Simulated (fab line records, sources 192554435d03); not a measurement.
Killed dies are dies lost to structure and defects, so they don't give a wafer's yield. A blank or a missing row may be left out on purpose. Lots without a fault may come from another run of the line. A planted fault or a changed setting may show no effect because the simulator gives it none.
A struck lot beside a sound one | flow n5_finfet | 15 steps out of a route of 1938
Sound: wafers L359.1, L359.2, L359.4. Struck: wafer L368.2. (L368.5 of the same lot was not struck and is left out.) The cause comes at the end.
At each step with rows: each side's tool, then ch and its chambers, then its first start. Under that, the readings that differ: sound wafers | struck wafers | difference of the means | sigmas: that difference in standard deviations of wafers without a fault.
alike: readings whose means differ by less than 2 such deviations, and words and numbers that are the same on both sides. not compared: withheld readings, readings that some wafer has no value for, bounds like >300 that may hide the same value, and numbers for which the record gives no deviation and whose values overlap.
The two part at a step that has a row with sigmas, a row that says differs or no value, or rows on one side only. Numbers that don't overlap but have no deviation are shown without sigmas and don't part them. A reading that every wafer of one side lacks parts them only if that side has two wafers or more.

N5_BEOL_M0_TRENCH_ETCH_107: etches SiOC in C4F6/O2, target depth 32.8 nm, time 16.4 s.
  sound on rie_diel-04 ch 1,3, day 6 17:16; struck on rie_diel-04 ch 0, day 9 11:43
  reading                     | sound       | struck | difference | sigmas
  drypump_motor_current_A (A) | 5.0 5.4 5.0 | 5.9    | +0.8       | +2
  alike: oes_product_au, rf_vpp_V, showerhead_plenum_p_Torr, throttle_valve_pct
  not compared: rf_hours_counter_h
then, 1 step without rows for these wafers: N5_BEOL_M0_STRIP_142 (strips in N2/H2, time 10 s).
N5_BEOL_M0_OCD_MEAS_108:
  sound on ocd-01, day 6 17:22; struck on ocd-02, day 9 11:49
  alike: trench_depth_nm
then, 2 steps without rows for these wafers: N5_BEOL_M0_HM_STRIP_129 (strips TiN in peroxide tin strip, target depth 17 nm, time 108 s); N5_BEOL_M0_SRD_130 (time 30 s).
N5_BEOL_M0_ETCH_109: etches SiCN in CH3F/O2, target depth 8 nm, overetch 2.4 nm, time 27.4 s.
  sound on rie_diel-05 ch 1,2,3, day 6 17:29; struck on rie_diel-05 ch 0, day 9 11:55
  reading                | sound       | struck | difference | sigmas
  rf_hours_counter_h (h) | 245 177 189 | 59     | -145       |
  alike: drypump_motor_current_A, oes_product_au, rf_vpp_V, showerhead_plenum_p_Torr, throttle_valve_pct
then, 2 steps without rows for these wafers: N5_BEOL_M0_STRIP_139 (strips in post etch residue remover, time 60 s); N5_BEOL_M0_SRD_111 (time 30 s).
N5_BEOL_M0_DEGAS_112: time 60 s.
  sound on pvd_sputter-02, day 6 18:03; struck on pvd_sputter-02, day 9 12:08
  alike: heater_power_w
then, 1 step without rows for these wafers: N5_BEOL_M0_PRE_CLEAN_113 (time 30 s).
N5_BEOL_M0_ALD_136: deposits TaN, pulse time 2 s, purge time 3 s, co reactant purge time 2 s.
  sound on ald_metal-01 ch 1,2,3, day 6 18:09; struck on ald_metal-01 ch 1, day 9 12:14
  alike: heater_power_w
N5_BEOL_M0_SURFACE_TREAT_137:
  sound on pvd_sputter-03, day 6 18:37; struck on pvd_sputter-02, day 9 12:28
  not compared: throttle_valve_pct
N5_BEOL_M0_CVD_115: deposits Co from CCTBA/H2, time 120 s.
  sound on cvd_co-01 ch 0,1,2, day 6 18:47; struck on cvd_co-01 ch 1, day 9 12:31
  reading          | sound             | struck | difference | sigmas
  run_length_s (s) | 142.5 142.8 142.8 | 99.3   | -43.4      | -94
then, 1 step without rows for these wafers: N5_BEOL_M0_SPUTTER_116 (material Cu, target thk 4 nm, time 7.37 s).
-- the record jumps here: 2 days lie between the struck wafers' starts before and after (it left off in module BEOL_M0 and takes up again in module BEOL_M4, whose first step shown is number 1111 of the route) --
N5_BEOL_M4_RC_MEAS_101:
  sound on prober-02 ch 0, day 8 20:20; struck on prober-02 ch 0, day 11 16:33
  alike: DIBL_N, DIBL_P, IOFF_N, IOFF_P, ION_N, ION_P, SS_N, SS_P, VT_N, VT_P

WHERE THEY PART
First at N5_BEOL_M0_TRENCH_ETCH_107; last, within this record, at N5_BEOL_M0_CVD_115. Later steps at which nothing parts them and some readings are alike: N5_BEOL_M4_RC_MEAS_101.

WHY: what the simulator had put in
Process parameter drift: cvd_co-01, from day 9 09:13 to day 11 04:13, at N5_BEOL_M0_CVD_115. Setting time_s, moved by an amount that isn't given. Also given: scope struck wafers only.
